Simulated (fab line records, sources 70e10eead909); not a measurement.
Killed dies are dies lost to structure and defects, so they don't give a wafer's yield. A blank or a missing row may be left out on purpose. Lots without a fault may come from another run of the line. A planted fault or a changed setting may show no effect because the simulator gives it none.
Which tool did it? | flow nand_harc | 11 lots, 33 wafers sampled, at 5 steps of a route of 1302

WHAT THE GAUGES READ, wafer by wafer
NHARC_END_SORT_01.
lot  | measured     | on        | killed_at_array
L430 | day 24 07:14 | prober-01 | 88 73 71
L432 | day 24 23:45 | prober-02 | 46 40 40
L434 | day 25 15:30 | prober-01 | 87 50 74
L435 | day 26 01:19 | prober-02 | 83 75 88
L436 | day 26 21:53 | prober-01 | 71 74 78
L437 | day 27 15:21 | prober-02 | 50 51 62
L439 | day 28 04:12 | prober-01 | 61 63 58
L447 | day 30 15:19 | prober-01 | 96 101 98
L445 | day 31 05:57 | prober-01 | 674 672 676
L448 | day 32 10:14 | prober-01 | 673 671 675
L450 | day 32 07:51 | prober-02 | 67 84 71

WHICH TOOL RAN EACH LOT (tool, then ch and the chambers of the sampled wafers, then the start)
lot  | NHARC_A_STAIRCASE_TRIM_200                    | NHARC_A_STAIRCASE_TRIM_222         | NHARC_A_STAIRCASE_ETCH_223                    | NHARC_A_STAIRCASE_ETCH_227
L430 | rie_diel-05 ch 0,2,3, day 16 00:40 or earlier | rie_diel-11 ch 2,3, day 16 00:40   | rie_diel-11 ch 0,1,2, day 24 07:14 or earlier | rie_diel-11 ch 0,1, day 24 07:14 or earlier
L432 | rie_diel-05 ch 0,1, day 16 21:32 or earlier   | rie_diel-05 ch 0,2,3, day 16 21:32 | rie_diel-05 ch 0,2, day 24 23:45 or earlier   | rie_diel-05 ch 0,2,3, day 24 23:45 or earlier
L434 | rie_diel-05 ch 1,2,3, day 17 16:08 or earlier | rie_diel-05 ch 1,3, day 17 16:08   | rie_diel-05 ch 2,3, day 25 15:30 or earlier   | rie_diel-05 ch 2,3, day 25 15:30 or earlier
L435 | rie_diel-04 ch 0,1,2, day 17 17:13 or earlier | rie_diel-05 ch 2,3, day 17 17:13   | rie_diel-05 ch 2,3, day 26 01:19 or earlier   | rie_diel-05 ch 1,2, day 26 01:19 or earlier
L436 | rie_diel-05 ch 0,3, day 18 13:59 or earlier   | rie_diel-11 ch 1,2,3, day 18 13:59 | rie_diel-11 ch 0,1, day 26 21:53 or earlier   | rie_diel-11 ch 0,1,3, day 26 21:53 or earlier
L437 | rie_diel-11 ch 1,2,3, day 19 02:05 or earlier | rie_diel-04 ch 0,2,3, day 19 02:05 | rie_diel-04 ch 1,2, day 27 15:21 or earlier   | rie_diel-04 ch 1,2, day 27 15:21 or earlier
L439 | rie_diel-04 ch 0,1,3, day 19 21:04 or earlier | rie_diel-05 ch 0,1, day 19 21:04   | rie_diel-05 ch 1,3, day 28 04:12 or earlier   | rie_diel-05 ch 0,3, day 28 04:12 or earlier
L447 | rie_diel-05 ch 1,2,3, day 22 16:48 or earlier | rie_diel-11 ch 0,1,3, day 22 16:48 | rie_diel-11 ch 0,2,3, day 30 15:19 or earlier | rie_diel-11 ch 0,1,3, day 30 15:19 or earlier
L445 | rie_diel-05 ch 1,2, day 22 20:22 or earlier   | rie_diel-11 ch 2,3, day 22 20:22   | rie_diel-11 ch 0,2,3, day 31 05:57 or earlier | rie_diel-11 ch 0,1,2, day 31 05:57 or earlier
L448 | rie_diel-05 ch 0,1,3, day 23 09:16 or earlier | rie_diel-05 ch 1,2, day 23 09:16   | rie_diel-05 ch 0,1, day 32 10:14 or earlier   | rie_diel-05 ch 0,3, day 32 10:14 or earlier
L450 | rie_diel-11 ch 0,1,3, day 24 03:42 or earlier | rie_diel-11 ch 0,1,3, day 24 03:42 | rie_diel-11 ch 0,2,3, day 32 07:51 or earlier | rie_diel-11 ch 0,1,2, day 32 07:51 or earlier
- NHARC_A_STAIRCASE_TRIM_200: chemistry O2, time 211.2 s.
- NHARC_A_STAIRCASE_TRIM_222: chemistry O2, time 211.2 s.
- NHARC_A_STAIRCASE_ETCH_223: etches the open film in C4F8/O2, target depth 100 nm, time 40.5 s.
- NHARC_A_STAIRCASE_ETCH_227: etches the open film in C4F8/O2, target depth 100 nm, time 40.5 s.

THE ANSWER, worked out from the rows above alone
Rule: what is usual is taken from the lots themselves. Put in order of their means at a reading, lots are off if they are a third of the lots or fewer, leave a main group of 4 or more, and stand apart from it by a gap of 3 or more times the standard deviation of the main group's means; of several such gaps the widest counts. A main group whose means are all the same, to the digits that the tables above print for the reading, isn't used. A lot without any number at a reading at which 4 lots or more have one is off too. The other lots that the step has rows for count as sound.
Off: L445, L448, at NHARC_END_SORT_01 (killed_at_array). The main group: mean 70, standard deviation 15.
A tool fits if, at a process step before that reading, it ran every lot that is off, and no sound lot after the first of them. The gauges at NHARC_END_SORT_01 are tried like those tools. NHARC_A_STAIRCASE_TRIM_200 gives no start for some lots, so the hours and the order of its lots are those of NHARC_A_STAIRCASE_TRIM_222. NHARC_A_STAIRCASE_ETCH_223 gives no start for some lots, so the hours and the order of its lots are those of NHARC_END_SORT_01. NHARC_A_STAIRCASE_ETCH_227 gives no start for some lots, so the hours and the order of its lots are those of NHARC_END_SORT_01. Can't be told from this: 2 tools fit, rie_diel-05 at NHARC_A_STAIRCASE_TRIM_200, prober-01 at NHARC_END_SORT_01.

WHAT THE SIMULATOR HAD PUT IN
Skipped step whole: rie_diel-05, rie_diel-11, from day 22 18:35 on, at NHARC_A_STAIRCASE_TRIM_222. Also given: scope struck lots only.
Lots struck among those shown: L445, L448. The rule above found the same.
